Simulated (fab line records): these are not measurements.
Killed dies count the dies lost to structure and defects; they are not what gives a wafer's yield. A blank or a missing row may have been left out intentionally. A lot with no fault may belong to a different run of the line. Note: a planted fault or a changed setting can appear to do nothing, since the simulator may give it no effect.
Which tool was responsible? / flow n5Finfet / 72 wafers from 24 lots sampled at 5 of the route's 1938 steps

== WHAT THE GAUGES READ, wafer by wafer ==
N5_BEOL_M2_INSPECT_59: inspects for defects (darkfield). Usual: 80 for rawDefectCount, sd 27.
lot=L074; measured=day 7 01:41; on=defectInspect-02; rawDefectCount=44 67 73; flag=
lot=L076; measured=day 7 14:46; on=defectInspect-01; rawDefectCount=63 69 44; flag=
lot=L075; measured=day 7 17:40; on=defectInspect-02; rawDefectCount=87 54 61; flag=
lot=L078; measured=day 8 12:55; on=defectInspect-02; rawDefectCount=61 74 138; flag=
lot=L077; measured=day 8 17:44; on=defectInspect-02; rawDefectCount=84 40 58; flag=
lot=L079; measured=day 9 09:29; on=defectInspect-02; rawDefectCount=95 65 84; flag=
lot=L080; measured=day 9 11:16; on=defectInspect-02; rawDefectCount=171 121 73; flag=
lot=L083; measured=day 9 11:42; on=defectInspect-01; rawDefectCount=107 109 97; flag=
lot=L081; measured=day 9 14:40; on=defectInspect-01; rawDefectCount=38 64 71; flag=
lot=L084; measured=day 10 02:14; on=defectInspect-02; rawDefectCount=44 56 73; flag=
lot=L085; measured=day 10 03:25; on=defectInspect-01; rawDefectCount=110 113 154; flag=
lot=L087; measured=day 10 06:55; on=defectInspect-02; rawDefectCount=150 76 88; flag=
lot=L082; measured=day 10 09:29; on=defectInspect-02; rawDefectCount=74 89 89; flag=
lot=L086; measured=day 10 09:38; on=defectInspect-02; rawDefectCount=80 58 54; flag=
lot=L090; measured=day 10 22:13; on=defectInspect-02; rawDefectCount=110 76 119; flag=
lot=L088; measured=day 11 02:51; on=defectInspect-02; rawDefectCount=77 98 110; flag=
lot=L089; measured=day 11 16:38; on=defectInspect-01; rawDefectCount=88 29 50; flag=
lot=L091; measured=day 12 01:47; on=defectInspect-01; rawDefectCount=70 71 57; flag=
lot=L092; measured=day 12 06:52; on=defectInspect-01; rawDefectCount=99 146 108; flag=
lot=L093; measured=day 12 07:03; on=defectInspect-02; rawDefectCount=47 76 122; flag=
lot=L096; measured=day 12 15:47; on=defectInspect-02; rawDefectCount=110 133 104; flag=
lot=L095; measured=day 12 17:25; on=defectInspect-02; rawDefectCount=46 58 55; flag=
lot=L094; measured=day 12 20:55; on=defectInspect-02; rawDefectCount=59 70 75; flag=
lot=L097; measured=day 13 10:13; on=defectInspect-02; rawDefectCount=83 45 42; flag=

== EACH LOT AND THE TOOL THAT RAN IT (in order: tool; ch and the chambers of the sampled wafers; start) ==
lot=L074; N5_BEOL_M2_DEGAS_44=pvdSputter-03, day 6 22:02; N5_BEOL_M2_PRE_CLEAN_45=pvdSputter-03, day 6 22:05; N5_BEOL_M2_ALD_84=aldMetal-01 ch 0,2, day 6 22:10; N5_BEOL_M2_ANNEAL_51=rtpAnneal-01 ch 0, day 7 00:44
lot=L076; N5_BEOL_M2_DEGAS_44=pvdSputter-01, day 7 08:08; N5_BEOL_M2_PRE_CLEAN_45=pvdSputter-01, day 7 08:10; N5_BEOL_M2_ALD_84=aldMetal-04 ch 0,3, day 7 08:20; N5_BEOL_M2_ANNEAL_51=rtpAnneal-01 ch 0, day 7 13:53
lot=L075; N5_BEOL_M2_DEGAS_44=pvdSputter-02, day 7 13:54; N5_BEOL_M2_PRE_CLEAN_45=pvdSputter-02, day 7 13:56; N5_BEOL_M2_ALD_84=aldMetal-03 ch 0,2,3, day 7 14:07; N5_BEOL_M2_ANNEAL_51=rtpAnneal-01 ch 0, day 7 16:51
lot=L078; N5_BEOL_M2_DEGAS_44=pvdSputter-03, day 8 08:47; N5_BEOL_M2_PRE_CLEAN_45=pvdSputter-03, day 8 08:50; N5_BEOL_M2_ALD_84=aldMetal-01 ch 1,3, day 8 08:55; N5_BEOL_M2_ANNEAL_51=rtpAnneal-01 ch 0, day 8 12:01
lot=L077; N5_BEOL_M2_DEGAS_44=pvdSputter-01, day 8 14:12; N5_BEOL_M2_PRE_CLEAN_45=pvdSputter-01, day 8 14:14; N5_BEOL_M2_ALD_84=aldMetal-04 ch 0,3, day 8 14:19; N5_BEOL_M2_ANNEAL_51=rtpAnneal-01 ch 0, day 8 16:52
lot=L079; N5_BEOL_M2_DEGAS_44=pvdSputter-01, day 9 05:55; N5_BEOL_M2_PRE_CLEAN_45=pvdSputter-01, day 9 05:57; N5_BEOL_M2_ALD_84=aldMetal-03 ch 0,1,3, day 9 06:01; N5_BEOL_M2_ANNEAL_51=rtpAnneal-02 ch 0, day 9 08:37
lot=L080; N5_BEOL_M2_DEGAS_44=pvdSputter-03, day 9 07:43; N5_BEOL_M2_PRE_CLEAN_45=pvdSputter-03, day 9 07:46; N5_BEOL_M2_ALD_84=aldMetal-01 ch 0,1,3, day 9 07:49; N5_BEOL_M2_ANNEAL_51=rtpAnneal-02 ch 0, day 9 10:18
lot=L083; N5_BEOL_M2_DEGAS_44=pvdSputter-03, day 9 08:00; N5_BEOL_M2_PRE_CLEAN_45=pvdSputter-03, day 9 08:02; N5_BEOL_M2_ALD_84=aldMetal-03 ch 0,1,2, day 9 08:09; N5_BEOL_M2_ANNEAL_51=rtpAnneal-01 ch 0, day 9 10:47
lot=L081; N5_BEOL_M2_DEGAS_44=pvdSputter-03, day 9 10:58; N5_BEOL_M2_PRE_CLEAN_45=pvdSputter-03, day 9 11:00; N5_BEOL_M2_ALD_84=aldMetal-03 ch 0,1,2, day 9 11:04; N5_BEOL_M2_ANNEAL_51=rtpAnneal-02 ch 0, day 9 13:47
lot=L084; N5_BEOL_M2_DEGAS_44=pvdSputter-02, day 9 19:42; N5_BEOL_M2_PRE_CLEAN_45=pvdSputter-02, day 9 19:44; N5_BEOL_M2_ALD_84=aldMetal-04 ch 0,2, day 9 19:50; N5_BEOL_M2_ANNEAL_51=rtpAnneal-02 ch 0, day 10 01:20
lot=L085; N5_BEOL_M2_DEGAS_44=pvdSputter-01, day 9 23:30; N5_BEOL_M2_PRE_CLEAN_45=pvdSputter-01, day 9 23:32; N5_BEOL_M2_ALD_84=aldMetal-03 ch 0,1,3, day 9 23:37; N5_BEOL_M2_ANNEAL_51=rtpAnneal-02 ch 0, day 10 02:35
lot=L087; N5_BEOL_M2_DEGAS_44=pvdSputter-03, day 10 02:57; N5_BEOL_M2_PRE_CLEAN_45=pvdSputter-03, day 10 03:00; N5_BEOL_M2_ALD_84=aldMetal-03 ch 0,1, day 10 03:07; N5_BEOL_M2_ANNEAL_51=rtpAnneal-02 ch 0, day 10 06:08
lot=L082; N5_BEOL_M2_DEGAS_44=pvdSputter-01, day 10 05:55; N5_BEOL_M2_PRE_CLEAN_45=pvdSputter-01, day 10 05:58; N5_BEOL_M2_ALD_84=aldMetal-01 ch 0,1,3, day 10 06:12; N5_BEOL_M2_ANNEAL_51=rtpAnneal-01 ch 0, day 10 08:39
lot=L086; N5_BEOL_M2_DEGAS_44=pvdSputter-01, day 10 06:00; N5_BEOL_M2_PRE_CLEAN_45=pvdSputter-01, day 10 06:02; N5_BEOL_M2_ALD_84=aldMetal-04 ch 0,3, day 10 06:13; N5_BEOL_M2_ANNEAL_51=rtpAnneal-02 ch 0, day 10 08:40
lot=L090; N5_BEOL_M2_DEGAS_44=pvdSputter-02, day 10 18:32; N5_BEOL_M2_PRE_CLEAN_45=pvdSputter-02, day 10 18:34; N5_BEOL_M2_ALD_84=aldMetal-04 ch 0,1,3, day 10 18:42; N5_BEOL_M2_ANNEAL_51=rtpAnneal-01 ch 0, day 10 21:17
lot=L088; N5_BEOL_M2_DEGAS_44=pvdSputter-01, day 10 23:05; N5_BEOL_M2_PRE_CLEAN_45=pvdSputter-01, day 10 23:07; N5_BEOL_M2_ALD_84=aldMetal-04 ch 0,1,3, day 10 23:11; N5_BEOL_M2_ANNEAL_51=rtpAnneal-01 ch 0, day 11 01:52
lot=L089; N5_BEOL_M2_DEGAS_44=pvdSputter-03, day 11 13:14; N5_BEOL_M2_PRE_CLEAN_45=pvdSputter-03, day 11 13:17; N5_BEOL_M2_ALD_84=aldMetal-04 ch 0,2, day 11 13:20; N5_BEOL_M2_ANNEAL_51=rtpAnneal-02 ch 0, day 11 15:46
lot=L091; N5_BEOL_M2_DEGAS_44=pvdSputter-01, day 11 20:44; N5_BEOL_M2_PRE_CLEAN_45=pvdSputter-01, day 11 20:46; N5_BEOL_M2_ALD_84=aldMetal-04 ch 0,1,3, day 11 21:04; N5_BEOL_M2_ANNEAL_51=rtpAnneal-02 ch 0, day 12 00:55
lot=L092; N5_BEOL_M2_DEGAS_44=pvdSputter-03, day 12 01:44; N5_BEOL_M2_PRE_CLEAN_45=pvdSputter-03, day 12 01:46; N5_BEOL_M2_ALD_84=aldMetal-01 ch 0,2, day 12 01:50; N5_BEOL_M2_ANNEAL_51=rtpAnneal-01 ch 0, day 12 05:59
lot=L093; N5_BEOL_M2_DEGAS_44=pvdSputter-03, day 12 01:51; N5_BEOL_M2_PRE_CLEAN_45=pvdSputter-03, day 12 01:53; N5_BEOL_M2_ALD_84=aldMetal-03 ch 0,1,2, day 12 01:57; N5_BEOL_M2_ANNEAL_51=rtpAnneal-02 ch 0, day 12 06:08
lot=L096; N5_BEOL_M2_DEGAS_44=pvdSputter-01, day 12 12:07; N5_BEOL_M2_PRE_CLEAN_45=pvdSputter-01, day 12 12:09; N5_BEOL_M2_ALD_84=aldMetal-01 ch 0,1,3, day 12 12:13; N5_BEOL_M2_ANNEAL_51=rtpAnneal-02 ch 0, day 12 14:53
lot=L095; N5_BEOL_M2_DEGAS_44=pvdSputter-02, day 12 12:10; N5_BEOL_M2_PRE_CLEAN_45=pvdSputter-02, day 12 12:12; N5_BEOL_M2_ALD_84=aldMetal-04 ch 0,1, day 12 12:16; N5_BEOL_M2_ANNEAL_51=rtpAnneal-02 ch 0, day 12 16:37
lot=L094; N5_BEOL_M2_DEGAS_44=pvdSputter-01, day 12 17:22; N5_BEOL_M2_PRE_CLEAN_45=pvdSputter-01, day 12 17:25; N5_BEOL_M2_ALD_84=aldMetal-04 ch 0,3, day 12 17:28; N5_BEOL_M2_ANNEAL_51=rtpAnneal-02 ch 0, day 12 19:59
lot=L097; N5_BEOL_M2_DEGAS_44=pvdSputter-03, day 13 06:28; N5_BEOL_M2_PRE_CLEAN_45=pvdSputter-03, day 13 06:31; N5_BEOL_M2_ALD_84=aldMetal-01 ch 0,1,3, day 13 06:35; N5_BEOL_M2_ANNEAL_51=rtpAnneal-01 ch 0, day 13 09:23
- N5_BEOL_M2_DEGAS_44: time 60 s.
- N5_BEOL_M2_PRE_CLEAN_45: time 30 s.
- N5_BEOL_M2_ALD_84: deposits TaN, pulse time 2 s, purge time 3 s, co reactant purge time 2 s.
- N5_BEOL_M2_ANNEAL_51: time 90 s.

== WHAT THE TOOLS THEMSELVES READ (means of the sampled wafers that have a number; where no wafer has one, the mark that the record gives instead) ==
N5_BEOL_M2_DEGAS_44. Usual: 310 W for heaterPowerW, sd 27.
lot=L074; tool=pvdSputter-03; heaterPowerW (W)=314; flag=
lot=L076; tool=pvdSputter-01; heaterPowerW (W)=268; flag=
lot=L075; tool=pvdSputter-02; heaterPowerW (W)=341; flag=
lot=L078; tool=pvdSputter-03; heaterPowerW (W)=312; flag=
lot=L077; tool=pvdSputter-01; heaterPowerW (W)=284; flag=
lot=L079; tool=pvdSputter-01; heaterPowerW (W)=267; flag=
lot=L080; tool=pvdSputter-03; heaterPowerW (W)=320; flag=
lot=L083; tool=pvdSputter-03; heaterPowerW (W)=314; flag=
lot=L081; tool=pvdSputter-03; heaterPowerW (W)=305; flag=
lot=L084; tool=pvdSputter-02; heaterPowerW (W)=315; flag=
lot=L085; tool=pvdSputter-01; heaterPowerW (W)=304; flag=
lot=L087; tool=pvdSputter-03; heaterPowerW (W)=325; flag=
lot=L082; tool=pvdSputter-01; heaterPowerW (W)=301; flag=
lot=L086; tool=pvdSputter-01; heaterPowerW (W)=290; flag=
lot=L090; tool=pvdSputter-02; heaterPowerW (W)=330; flag=
lot=L088; tool=pvdSputter-01; heaterPowerW (W)=283; flag=
lot=L089; tool=pvdSputter-03; heaterPowerW (W)=327; flag=
lot=L091; tool=pvdSputter-01; heaterPowerW (W)=290; flag=
lot=L092; tool=pvdSputter-03; heaterPowerW (W)=308; flag=
lot=L093; tool=pvdSputter-03; heaterPowerW (W)=314; flag=
lot=L096; tool=pvdSputter-01; heaterPowerW (W)=300; flag=
lot=L095; tool=pvdSputter-02; heaterPowerW (W)=328; flag=
lot=L094; tool=pvdSputter-01; heaterPowerW (W)=289; flag=
lot=L097; tool=pvdSputter-03; heaterPowerW (W)=319; flag=

N5_BEOL_M2_PRE_CLEAN_45. Usual: 309 W for heaterPowerW, sd 28.
lot=L074; tool=pvdSputter-03; heaterPowerW (W)=313; flag=
lot=L076; tool=pvdSputter-01; heaterPowerW (W)=263; flag=
lot=L075; tool=pvdSputter-02; heaterPowerW (W)=339; flag=
lot=L078; tool=pvdSputter-03; heaterPowerW (W)=310; flag=
lot=L077; tool=pvdSputter-01; heaterPowerW (W)=274; flag=
lot=L079; tool=pvdSputter-01; heaterPowerW (W)=261; flag=
lot=L080; tool=pvdSputter-03; heaterPowerW (W)=321; flag=
lot=L083; tool=pvdSputter-03; heaterPowerW (W)=314; flag=
lot=L081; tool=pvdSputter-03; heaterPowerW (W)=308; flag=
lot=L084; tool=pvdSputter-02; heaterPowerW (W)=321; flag=
lot=L085; tool=pvdSputter-01; heaterPowerW (W)=296; flag=
lot=L087; tool=pvdSputter-03; heaterPowerW (W)=331; flag=
lot=L082; tool=pvdSputter-01; heaterPowerW (W)=303; flag=
lot=L086; tool=pvdSputter-01; heaterPowerW (W)=288; flag=
lot=L090; tool=pvdSputter-02; heaterPowerW (W)=325; flag=
lot=L088; tool=pvdSputter-01; heaterPowerW (W)=289; flag=
lot=L089; tool=pvdSputter-03; heaterPowerW (W)=326; flag=
lot=L091; tool=pvdSputter-01; heaterPowerW (W)=293; flag=
lot=L092; tool=pvdSputter-03; heaterPowerW (W)=308; flag=
lot=L093; tool=pvdSputter-03; heaterPowerW (W)=312; flag=
lot=L096; tool=pvdSputter-01; heaterPowerW (W)=302; flag=
lot=L095; tool=pvdSputter-02; heaterPowerW (W)=329; flag=
lot=L094; tool=pvdSputter-01; heaterPowerW (W)=286; flag=
lot=L097; tool=pvdSputter-03; heaterPowerW (W)=320; flag=

N5_BEOL_M2_ALD_84. Usual: heaterPowerW 423 W, standard deviation 40; mfcCarrierSccm 1499 sccm, standard deviation 4.3.
lot=L074; tool=aldMetal-01; heaterPowerW (W)=446; mfcCarrierSccm (sccm)=1501; flag=
lot=L076; tool=aldMetal-04; heaterPowerW (W)=378; mfcCarrierSccm (sccm)=1502; flag=
lot=L075; tool=aldMetal-03; heaterPowerW (W)=430; mfcCarrierSccm (sccm)=1499; flag=
lot=L078; tool=aldMetal-01; heaterPowerW (W)=420; mfcCarrierSccm (sccm)=1501; flag=
lot=L077; tool=aldMetal-04; heaterPowerW (W)=380; mfcCarrierSccm (sccm)=1498; flag=
lot=L079; tool=aldMetal-03; heaterPowerW (W)=412; mfcCarrierSccm (sccm)=1500; flag=
lot=L080; tool=aldMetal-01; heaterPowerW (W)=441; mfcCarrierSccm (sccm)=1497; flag=
lot=L083; tool=aldMetal-03; heaterPowerW (W)=443; mfcCarrierSccm (sccm)=1499; flag=
lot=L081; tool=aldMetal-03; heaterPowerW (W)=437; mfcCarrierSccm (sccm)=1503; flag=
lot=L084; tool=aldMetal-04; heaterPowerW (W)=455; mfcCarrierSccm (sccm)=1504; flag=
lot=L085; tool=aldMetal-03; heaterPowerW (W)=416; mfcCarrierSccm (sccm)=1497; flag=
lot=L087; tool=aldMetal-03; heaterPowerW (W)=424; mfcCarrierSccm (sccm)=1501; flag=
lot=L082; tool=aldMetal-01; heaterPowerW (W)=431; mfcCarrierSccm (sccm)=1500; flag=
lot=L086; tool=aldMetal-04; heaterPowerW (W)=371; mfcCarrierSccm (sccm)=1503; flag=
lot=L090; tool=aldMetal-04; heaterPowerW (W)=402; mfcCarrierSccm (sccm)=1497; flag=
lot=L088; tool=aldMetal-04; heaterPowerW (W)=408; mfcCarrierSccm (sccm)=1498; flag=
lot=L089; tool=aldMetal-04; heaterPowerW (W)=414; mfcCarrierSccm (sccm)=1499; flag=
lot=L091; tool=aldMetal-04; heaterPowerW (W)=403; mfcCarrierSccm (sccm)=1500; flag=
lot=L092; tool=aldMetal-01; heaterPowerW (W)=423; mfcCarrierSccm (sccm)=1503; flag=
lot=L093; tool=aldMetal-03; heaterPowerW (W)=442; mfcCarrierSccm (sccm)=1500; flag=
lot=L096; tool=aldMetal-01; heaterPowerW (W)=434; mfcCarrierSccm (sccm)=1500; flag=
lot=L095; tool=aldMetal-04; heaterPowerW (W)=438; mfcCarrierSccm (sccm)=1501; flag=
lot=L094; tool=aldMetal-04; heaterPowerW (W)=379; mfcCarrierSccm (sccm)=1505; flag=
lot=L097; tool=aldMetal-01; heaterPowerW (W)=437; mfcCarrierSccm (sccm)=1502; flag=

N5_BEOL_M2_ANNEAL_51. Usual: 226.07 for wafer_temp_C_max, sd 0.29.
lot=L074 tool=rtpAnneal-01 wafer_temp_C_max=225.70 flag=
lot=L076 tool=rtpAnneal-01 wafer_temp_C_max=225.99 flag=
lot=L075 tool=rtpAnneal-01 wafer_temp_C_max=225.97 flag=
lot=L078 tool=rtpAnneal-01 wafer_temp_C_max=225.80 flag=
lot=L077 tool=rtpAnneal-01 wafer_temp_C_max=225.80 flag=
lot=L079 tool=rtpAnneal-02 wafer_temp_C_max=226.42 flag=
lot=L080 tool=rtpAnneal-02 wafer_temp_C_max=226.32 flag=
lot=L083 tool=rtpAnneal-01 wafer_temp_C_max=226.03 flag=
lot=L081 tool=rtpAnneal-02 wafer_temp_C_max=226.23 flag=
lot=L084 tool=rtpAnneal-02 wafer_temp_C_max=226.39 flag=
lot=L085 tool=rtpAnneal-02 wafer_temp_C_max=226.32 flag=
lot=L087 tool=rtpAnneal-02 wafer_temp_C_max=226.05 flag=
lot=L082 tool=rtpAnneal-01 wafer_temp_C_max=226.22 flag=
lot=L086 tool=rtpAnneal-02 wafer_temp_C_max=226.20 flag=
lot=L090 tool=rtpAnneal-01 wafer_temp_C_max=226.02 flag=
lot=L088 tool=rtpAnneal-01 wafer_temp_C_max=225.72 flag=
lot=L089 tool=rtpAnneal-02 wafer_temp_C_max=226.44 flag=
lot=L091 tool=rtpAnneal-02 wafer_temp_C_max=226.14 flag=
lot=L092 tool=rtpAnneal-01 wafer_temp_C_max=225.90 flag=
lot=L093 tool=rtpAnneal-02 wafer_temp_C_max=226.14 flag=
lot=L096 tool=rtpAnneal-02 wafer_temp_C_max=226.08 flag=
lot=L095 tool=rtpAnneal-02 wafer_temp_C_max=226.36 flag=
lot=L094 tool=rtpAnneal-02 wafer_temp_C_max=226.06 flag=
lot=L097 tool=rtpAnneal-01 wafer_temp_C_max=225.79 flag=

== THE ANSWER, worked out from the rows above alone ==
Rule: a lot counts as off when the mean over its wafers that have a number is more than 3 standard deviations away from the usual mean. A lot without any number at a reading at which 4 lots or more have one is off too. Where the step has rows for the other lots, those lots are counted as sound. After the gauges, taken in route order, come the tools' own readings; for these a lot's mean is taken, as printed above. At the first step where some lot is off, the reading lying furthest off is the one used; lots without a number count as furthest.
No lot is off at any reading shown: from this, nothing can be told.

== WHAT THE SIMULATOR PUT IN ==
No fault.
